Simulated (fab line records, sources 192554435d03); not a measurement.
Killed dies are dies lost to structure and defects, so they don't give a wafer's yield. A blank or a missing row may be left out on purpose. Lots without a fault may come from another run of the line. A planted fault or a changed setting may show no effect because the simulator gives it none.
Problem report in the 8D (eight disciplines) form, filled by code | flow n5_finfet | the parts of the form that need people (team, actions taken, sign-off) are left out

1. THE PROBLEM
killed_at_front_end at N5_PASSIVATION_PROBE_49 reads a mean of 181 on 3 wafers of 1 lot; wafers without a fault read 39 with a standard deviation of 11. That is +13 standard deviations from the usual mean.
First seen on wafer L123.3, day 15 19:11, on prober-02. The record holds 33 wafers of 11 lots with a number at this step. Rule for "out", or "out of limits": more than 4 standard deviations from the usual mean. The other wafers with a number count as sound.

2. WHAT IT IS AND WHAT IT IS NOT
question                    | is                                                                                       | is not
which readings at this step | killed_at_front_end, defect_limited_yield, killed_dies, sort_bin_5_function, sort_n_pass | killed_at_M0_to_M3, killed_at_M4_up, killed_at_contacts, killed_at_other, killed_short, sort_bin_6_memory, sort_bin_8_speed
which lots                  | L123                                                                                     | L112, L113, L114, L115, L116, L119, L121, L129, L131, L133
which wafers of those lots  | all that have a number                                                                   | -
read on which tools         | prober-02                                                                                | prober-01
when                        | from day 15 19:11                                                                        | up to then (21 sound wafers); but 9 sound wafers of L129, L131, L133 came after

3. SUSPECTS, AND WHAT RULES EACH OUT
Counting: a tool at a process step up to the reading stays a suspect if it ran every lot that is out and no sound lot after the first of them.
- plasma_asher-02 at N5_SDB_STRIP_22 (strips in N2/H2): kept. It ran the lot that is out, L123 (day 6 23:52), and no sound lot after that; its last sound lot up to then is L119 (day 5 18:29).
- rie_diel-02 at N5_PASSIVATION_ETCH_15 (etches SiCN in CF4/N2, target depth 75 nm, time 81.2 s): ruled out as a lasting fault. Sound lots L133, L131 ran on it after its first lot that is out, L123 (day 15 14:45). N5_PASSIVATION_ETCH_15 gives no start for some lots, so the hours and the order of its lots are those of N5_PASSIVATION_CD_MEAS_44.
- rie_diel-04 at N5_PASSIVATION_STRIP_48 (strips in O2): kept. It ran the lot that is out, L123 (day 15 15:50), and no sound lot after that; its last sound lot up to then is L115 (day 13 16:15).
- prober-02 at N5_PASSIVATION_PROBE_49: ruled out as a lasting fault. Sound lots L133 ran on it after its first lot that is out, L123 (day 15 19:11).
Left after counting: plasma_asher-02 at N5_SDB_STRIP_22, rie_diel-04 at N5_PASSIVATION_STRIP_48.

4. THE CAUSE (what the simulator had put in)
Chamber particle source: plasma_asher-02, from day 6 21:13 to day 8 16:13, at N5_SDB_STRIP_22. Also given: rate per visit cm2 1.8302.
Counting left 2 suspects, and this tool is among them.

5. THE CHAIN OF EFFECTS, in route order
Each row: a reading whose mean over the struck wafers that have a number lies more than 3 standard deviations from the usual. Only readings for which the record gives a usual standard deviation are gone through. hours: the time from each lot's start at the first step in this table that gives one to its start at this step, as a median over the lots. sigmas: the change in usual standard deviations.
hours | step                    | reading              | usual  | on struck wafers | change | sigmas
0     | N5_PASSIVATION_PROBE_49 | defect_limited_yield | 91.1 % | 80.6             | -10.5  | -7.5
0     | N5_PASSIVATION_PROBE_49 | killed_at_front_end  | 39     | 181              | +142   | +13
0     | N5_PASSIVATION_PROBE_49 | killed_dies          | 105    | 229              | +124   | +7.3
0     | N5_PASSIVATION_PROBE_49 | sort_bin_5_function  | 5.3 %  | 11.3             | +6.0   | +6.0
0     | N5_PASSIVATION_PROBE_49 | sort_n_pass          | 1075   | 951              | -124   | -7.3
The process steps in it:
- N5_PASSIVATION_PROBE_49

6. WHAT WOULD HAVE CAUGHT IT SOONER
In this record the first reading out of limits was taken at day 15 19:11, 214 hours after the fault began at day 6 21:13.
Of the tool readings at N5_SDB_STRIP_22 for which the record gives a usual standard deviation, none was out on any struck wafer, so an alarm limit of 4 standard deviations on them would not have fired.
All the lots that are out (1) had begun N5_SDB_STRIP_22 on plasma_asher-02 by day 15 19:11. A hold on the tool at that time would have spared none of them.
